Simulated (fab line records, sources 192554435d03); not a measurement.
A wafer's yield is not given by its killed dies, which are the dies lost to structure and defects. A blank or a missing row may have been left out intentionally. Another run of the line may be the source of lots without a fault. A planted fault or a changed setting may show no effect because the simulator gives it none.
Which tool is to blame? | flow n5_finfet | Sampling: 11 lots, 33 wafers, 6 of 1938 route steps

== WHAT THE GAUGES SHOWED, per wafer ==
N5_BEOL_M8_CD_MEAS_11 targets a cd of 38.5 nm. Usual: cd_nm 38.5 nm, standard deviation 0.63.
lot  | measured     | on        | cd_nm (nm)     | flag
L139 | day 9 11:56  | cd_sem-03 | 38.4 36.8 38.2 |
L145 | day 10 22:40 | cd_sem-01 | 37.8 37.9 38.2 |
L146 | day 11 05:03 | cd_sem-03 | 39.3 37.7 38.6 |
L147 | day 11 14:46 | cd_sem-01 | 39.9 38.3 39.6 |
L148 | day 11 19:36 | cd_sem-02 | 38.4 37.7 38.0 |
L149 | day 12 00:20 | cd_sem-02 | 38.4 39.4 39.7 |
L150 | day 12 10:26 | cd_sem-03 | 38.1 38.9 38.7 |
L154 | day 13 04:16 | cd_sem-02 | 37.2 38.1 38.4 |
L155 | day 13 12:32 | cd_sem-03 | 35.2 35.0 34.7 | OFF
L159 | day 14 21:23 | cd_sem-02 | 36.2 36.0 36.7 | OFF
L160 | day 14 21:34 | cd_sem-02 | 38.3 37.3 38.6 |

N5_BEOL_M8_OVL_MEAS_12. Usual: M8_OVL gives 0.3 nm (standard deviation 0.77).
lot  | measured     | on         | M8_OVL (nm)    | flag
L139 | day 9 11:58  | overlay-01 | 1.1 1.0 -0.2   |
L145 | day 10 22:43 | overlay-01 | 0.6 -0.9 -0.3  |
L146 | day 11 05:05 | overlay-01 | 0.7 1.0 0.3    |
L147 | day 11 14:48 | overlay-02 | -0.8 -0.3 1.0  |
L148 | day 11 19:38 | overlay-01 | -1.7 -0.5 -0.6 |
L149 | day 12 00:22 | overlay-02 | 0.4 -0.4 0.2   |
L150 | day 12 10:28 | overlay-01 | -0.5 0.3 0.7   |
L154 | day 13 04:18 | overlay-02 | 0.8 1.7 2.1    |
L155 | day 13 12:34 | overlay-01 | 1.6 1.1 0.1    |
L159 | day 14 21:25 | overlay-02 | 0.5 1.0 -0.2   |
L160 | day 14 21:35 | overlay-02 | 0.9 0.6 1.5    |

N5_BEOL_M8_CD_MEAS_18: pitch 80 nm, target cd 40 nm. Usual: cd_nm 39.7 nm, standard deviation 0.83.
lot  | measured     | on        | cd_nm (nm)     | flag
L139 | day 9 13:00  | cd_sem-01 | 39.4 38.9 38.7 |
L145 | day 10 23:56 | cd_sem-03 | 38.8 39.8 39.7 |
L146 | day 11 05:48 | cd_sem-03 | 40.2 39.0 38.9 |
L147 | day 11 15:42 | cd_sem-03 | 40.6 39.3 41.6 |
L148 | day 11 20:17 | cd_sem-01 | 40.1 39.6 38.6 |
L149 | day 12 00:55 | cd_sem-02 | 39.4 40.8 41.7 |
L150 | day 12 11:20 | cd_sem-01 | 40.1 40.6 40.5 |
L154 | day 13 04:53 | cd_sem-03 | 38.5 39.2 39.2 |
L155 | day 13 13:22 | cd_sem-02 | 37.1 35.9 36.7 | OFF
L159 | day 14 21:58 | cd_sem-03 | 37.3 37.2 38.2 |
L160 | day 14 22:16 | cd_sem-03 | 39.4 38.8 40.1 |

== WHAT TOOL EACH LOT RAN ON (gives the tool, then ch and the chambers of the sampled wafers, and finally the start) ==
lot  | N5_BEOL_M7_SPUTTER_48        | N5_BEOL_M7_ANNEAL_51             | N5_BEOL_M8_EXPOSE_08
L139 | pvd_sputter-01, day 9 09:04  | rtp_anneal-02 ch 0, day 9 09:16  | arfi_scanner-01 ch 0, day 9 11:48
L145 | pvd_sputter-01, day 10 19:37 | rtp_anneal-02 ch 0, day 10 19:50 | arfi_scanner-02 ch 0, day 10 22:33
L146 | pvd_sputter-03, day 11 02:21 | rtp_anneal-01 ch 0, day 11 02:34 | arfi_scanner-03 ch 0, day 11 04:55
L147 | pvd_sputter-03, day 11 10:59 | rtp_anneal-01 ch 0, day 11 11:14 | arfi_scanner-03 ch 0, day 11 14:38
L148 | pvd_sputter-03, day 11 15:44 | rtp_anneal-02 ch 0, day 11 16:50 | arfi_scanner-03 ch 0, day 11 19:28
L149 | pvd_sputter-03, day 11 22:10 | rtp_anneal-01 ch 0, day 11 22:22 | arfi_scanner-03 ch 0, day 12 00:12
L150 | pvd_sputter-02, day 12 06:36 | rtp_anneal-01 ch 0, day 12 06:49 | arfi_scanner-02 ch 0, day 12 10:19
L154 | pvd_sputter-02, day 13 00:12 | rtp_anneal-01 ch 0, day 13 00:34 | arfi_scanner-01 ch 0, day 13 04:08
L155 | pvd_sputter-02, day 13 09:35 | rtp_anneal-01 ch 0, day 13 09:50 | arfi_scanner-03 ch 0, day 13 12:25
L159 | pvd_sputter-01, day 14 15:07 | rtp_anneal-02 ch 0, day 14 16:33 | arfi_scanner-03 ch 0, day 14 21:16
L160 | pvd_sputter-02, day 14 15:11 | rtp_anneal-01 ch 0, day 14 16:36 | arfi_scanner-02 ch 0, day 14 21:26
- N5_BEOL_M7_SPUTTER_48: material Cu, target thk 10 nm, time 1.667 s.
- N5_BEOL_M7_ANNEAL_51: time 90 s.
- N5_BEOL_M8_EXPOSE_08: exposes mask M8.

== WHAT THE TOOLS THEMSELVES READ (means of the sampled wafers that have a number; where no wafer has one, the mark that the record gives instead) ==
N5_BEOL_M7_SPUTTER_48. Usual: throttle_valve_pct 29.6 %, standard deviation 0.98.
lot  | tool           | throttle_valve_pct (%) | flag
L139 | pvd_sputter-01 | 29.7                   |
L145 | pvd_sputter-01 | 29.6                   |
L146 | pvd_sputter-03 | 30.1                   |
L147 | pvd_sputter-03 | 29.8                   |
L148 | pvd_sputter-03 | 29.3                   |
L149 | pvd_sputter-03 | 29.9                   |
L150 | pvd_sputter-02 | 29.3                   |
L154 | pvd_sputter-02 | 29.8                   |
L155 | pvd_sputter-02 | 29.9                   |
L159 | pvd_sputter-01 | 29.8                   |
L160 | pvd_sputter-02 | 29.7                   |

N5_BEOL_M7_ANNEAL_51. Usual: anneal_temp_c 224.99 C, standard deviation 0.2; wafer_temp_C_max 226.06, standard deviation 0.23.
lot  | tool          | anneal_temp_c (C) | wafer_temp_C_max | flag
L139 | rtp_anneal-02 | 225.26            | 226.19           |
L145 | rtp_anneal-02 | 225.24            | 225.88           |
L146 | rtp_anneal-01 | 224.82            | 226.16           |
L147 | rtp_anneal-01 | 225.15            | 225.95           |
L148 | rtp_anneal-02 | 224.68            | 225.88           |
L149 | rtp_anneal-01 | 225.08            | 226.12           |
L150 | rtp_anneal-01 | 225.11            | 225.94           |
L154 | rtp_anneal-01 | 225.01            | 226.10           |
L155 | rtp_anneal-01 | 225.01            | 225.77           |
L159 | rtp_anneal-02 | 224.87            | 226.22           |
L160 | rtp_anneal-01 | 224.63            | 226.04           |

N5_BEOL_M8_EXPOSE_08. Usual: exposure_dose_mJ_cm2 68.21, standard deviation 0.082.
lot  | tool            | exposure_dose_mJ_cm2 | flag
L139 | arfi_scanner-01 | 68.32                |
L145 | arfi_scanner-02 | 68.27                |
L146 | arfi_scanner-03 | 68.23                |
L147 | arfi_scanner-03 | 68.31                |
L148 | arfi_scanner-03 | 68.18                |
L149 | arfi_scanner-03 | 68.26                |
L150 | arfi_scanner-02 | 68.19                |
L154 | arfi_scanner-01 | 68.21                |
L155 | arfi_scanner-03 | 63.09                | OFF
L159 | arfi_scanner-03 | 64.15                | OFF
L160 | arfi_scanner-02 | 68.28                |

== THE ANSWER, worked out from the rows above alone ==
Rule: a lot counts as off when the mean over its wafers that have a number is more than 3 standard deviations away from the usual mean. A lot without any number at a reading at which 4 lots or more have one is off too. The other lots that the step has rows for count as sound. Order of review: gauges by route order, followed by the tools' own readings, for which a lot's mean as printed above is used. The first step at which some lot is off is used, and at that step the reading that is off furthest; a lot without a number counts as furthest.
Off, at N5_BEOL_M8_CD_MEAS_11 on cd_nm: L155, L159.
If a tool, at a process step before that reading, ran all the lots that are off and no sound lot after the first of them, it fits. The gauges at N5_BEOL_M8_CD_MEAS_11 aren't tried: what is off there is off at N5_BEOL_M8_EXPOSE_08 too, on other tools, and a gauge's error can't cause that. One fits: N5_BEOL_M8_EXPOSE_08 on arfi_scanner-03. Its last sound lot is L149 (day 12 00:12), its first lot that is off L155 (day 13 12:25): a fault that began between those two fits.
On the lots that are off, the tool's own readings at N5_BEOL_M8_EXPOSE_08 differ by more than 5 times the standard deviation of the sound lots' means, which bears it out; exposure_dose_mJ_cm2 reads 63.62 there versus 68.25 on the sound lots.

== WHAT HAD BEEN PUT IN BY THE SIMULATOR ==
Process parameter drift: arfi_scanner-03, from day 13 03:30 on, at N5_BEOL_M8_EXPOSE_08. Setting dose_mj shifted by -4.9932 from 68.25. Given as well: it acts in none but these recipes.
Shown lots that were struck: L155, L159. This agrees with what the rule above found.
